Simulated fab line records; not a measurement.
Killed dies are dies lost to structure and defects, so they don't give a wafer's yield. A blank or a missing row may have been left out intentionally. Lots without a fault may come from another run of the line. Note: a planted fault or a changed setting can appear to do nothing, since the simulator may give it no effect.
Struck lot and sound lot, side by side :: flow nand_harc :: 40 steps out of a route of 1302
Sound: the wafers L617.1, L617.2, L617.5. Struck: wafers L623.1, L623.4, L623.5. The cause is given at the end.
At each step with rows: each side's tool, then ch and its chambers, then its first start. Under that, the readings that differ: sound wafers :: struck wafers :: difference of the means :: sigmas: that difference in standard deviations of wafers without a fault.
alike: readings with means less than 2 such deviations apart, plus words and numbers identical on both sides. not compared: withheld readings, readings lacking a value on some wafer, bounds such as >300 that could conceal the same value, and numbers that have no deviation in the record and whose values overlap.
The two part at a step that has a row with sigmas, a row that says differs or no value, or rows on one side only. Non-overlapping numbers with no deviation appear without sigmas and do not part them. A reading missing from all wafers of one side parts the sides only when that side holds two or more wafers.

NHARC_A_M0_OVL_MEAS_10: pitch 160 nm.
  sound: overlay-02 at day 24 00:18; struck: overlay-02 at day 26 10:55
  alike: overlay_x_nm, overlay_y_nm
NHARC_A_M0_INSPECT_11:
  sound: defect_inspect-02 at day 24 00:20; struck: defect_inspect-01 at day 26 10:56
  alike: raw_defect_count
NHARC_A_M0_DESCUM_14: chemistry O2, time 3 s.
  sound on rie_diel-03 ch 0,2, day 24 00:23; struck on rie_diel-03 ch 1,2,3, day 26 11:01
  alike: drypump_motor_current_A, oes_product_au, rf_vpp_V, showerhead_plenum_p_Torr, throttle_valve_pct
  not compared: rf_hours_counter_h
then, 2 steps without rows for these wafers: NHARC_A_M0_ETCH_34 (etches the open film in N2/H2, target depth 40 nm, overetch 12 nm, time 43.94 s); NHARC_A_M0_ETCH_15 (etches the open film in C4F8/Ar, target depth 150 nm, overetch 15 nm, time 82.5 s).
NHARC_A_M0_CD_MEAS_16:
  sound: cd_sem-01 at day 24 00:41; struck: cd_sem-03 at day 26 11:18
  alike: cd_nm
then, 6 steps without rows for these wafers: NHARC_A_M0_STRIP_18 (strips in N2/H2); NHARC_A_M0_STRIP_19 (strips in post etch residue remover, time 600 s); NHARC_A_M0_DEGAS_28 (time 60 s); NHARC_A_M0_PRE_CLEAN_29 (time 30 s); NHARC_A_M0_PVD_20 (deposits TaN, target thk 5 nm, time 8.06 s); NHARC_A_M0_PVD_21 (deposits Cu, target thk 30 nm, time 20.49 s).
NHARC_A_M0_ECD_22: material Cu, target thk 400 nm.
  sound on ecd_cu-01 ch 0,1, day 24 01:41; struck on ecd_cu-01 ch 0,1, day 26 12:19
NHARC_A_M0_ANNEAL_30: time 90 s.
  sound on rtp_anneal-01 ch 0, day 24 02:05; struck on rtp_anneal-01 ch 0, day 26 12:39
  alike: wafer_temp_C_max
then, 1 step without rows for these wafers: NHARC_A_M0_CMP_23 (polishes, t overpolish 20 s, target thk 113.75 nm).
NHARC_A_M0_THK_MEAS_24: measures by xrf.
  sound: film_metro-02 at day 24 02:45; struck: film_metro-02 at day 26 13:19
  alike: thk_nm
then, 13 steps without rows for these wafers: NHARC_A_M0_SRD_25; NHARC_A_M0_PRE_CLEAN_31 (time 12 s); NHARC_A_M0_DEP_32 (deposits SiCN, target thk 30 nm); NHARC_A_M1_DEP_00 (deposits SiOC, target thk 182.5 nm); NHARC_A_M1_DEHYDRATE_01 (time 120 s); NHARC_A_M1_HMDS_02 (time 30 s); NHARC_A_M1_COAT_34 (time 65 s); NHARC_A_M1_COAT_03 (resist thk 90 nm); NHARC_A_M1_SOFTBAKE_04 (time 55 s); NHARC_A_M1_EBR_05; NHARC_A_M1_EXPOSE_06 (exposes mask A M1, target cd 120 nm); NHARC_A_M1_PEB_07 (peb time 65 s); NHARC_A_M1_DEVELOP_08 (develop time 35 s).
NHARC_A_M1_CD_MEAS_09 targets a cd of 120 nm.
  sound on cd_sem-02 ch 0, day 24 04:10; struck on cd_sem-02 ch 0, day 26 15:32
  alike: cd_nm
NHARC_A_M1_OVL_MEAS_10: pitch 240 nm.
  sound: overlay-02 at day 24 04:16; struck: overlay-02 at day 26 15:38
  alike: overlay_x_nm, overlay_y_nm
NHARC_A_M1_DESCUM_14: chemistry O2, time 3 s.
  sound on rie_diel-07 ch 0,1, day 24 04:22; struck on rie_diel-05 ch 0,2,3, day 26 15:44
  alike: drypump_motor_current_A, oes_product_au, rf_vpp_V, showerhead_plenum_p_Torr, throttle_valve_pct
  not compared: rf_hours_counter_h
NHARC_A_M1_ETCH_35: etches the open film in N2/H2, target depth 40 nm, overetch 12 nm, time 43.94 s.
  sound on rie_diel-07 ch 1,3, day 24 04:28; struck on rie_diel-05 ch 1,3, day 26 15:49
  alike: drypump_motor_current_A, oes_product_au, rf_vpp_V, showerhead_plenum_p_Torr, throttle_valve_pct
  not compared: rf_hours_counter_h
then, 1 step without rows for these wafers: NHARC_A_M1_ETCH_15 (etches the open film in C4F8/Ar, target depth 182.5 nm, time 91.2 s).
NHARC_A_M1_CD_MEAS_16:
  sound: cd_sem-03 at day 24 04:42; struck: cd_sem-02 at day 26 16:02
  alike: cd_nm
NHARC_A_M1_STRIP_18: strips in N2/H2.
  sound on rie_diel-01 ch 1,2,3, day 24 04:47; struck on rie_diel-01 ch 0,3, day 26 16:07
  alike: drypump_motor_current_A, oes_product_au, rf_vpp_V, showerhead_plenum_p_Torr, throttle_valve_pct
  not compared: rf_hours_counter_h
then, 3 steps without rows for these wafers: NHARC_A_M1_ETCH_28 (etches the open film in CF4/N2, target depth 30 nm, time 72.99 s); NHARC_A_M1_STRIP_19 (strips in post etch residue remover, time 600 s); NHARC_A_M1_DEGAS_29 (time 60 s).
NHARC_END_SORT_01:
  here the record holds rows for the struck wafers (prober-01 ch 0, day 28 00:22) but none for the sound ones

== WHERE THEY PART ==
NHARC_END_SORT_01 only, going by this record.

WHY: the cause the simulator had injected
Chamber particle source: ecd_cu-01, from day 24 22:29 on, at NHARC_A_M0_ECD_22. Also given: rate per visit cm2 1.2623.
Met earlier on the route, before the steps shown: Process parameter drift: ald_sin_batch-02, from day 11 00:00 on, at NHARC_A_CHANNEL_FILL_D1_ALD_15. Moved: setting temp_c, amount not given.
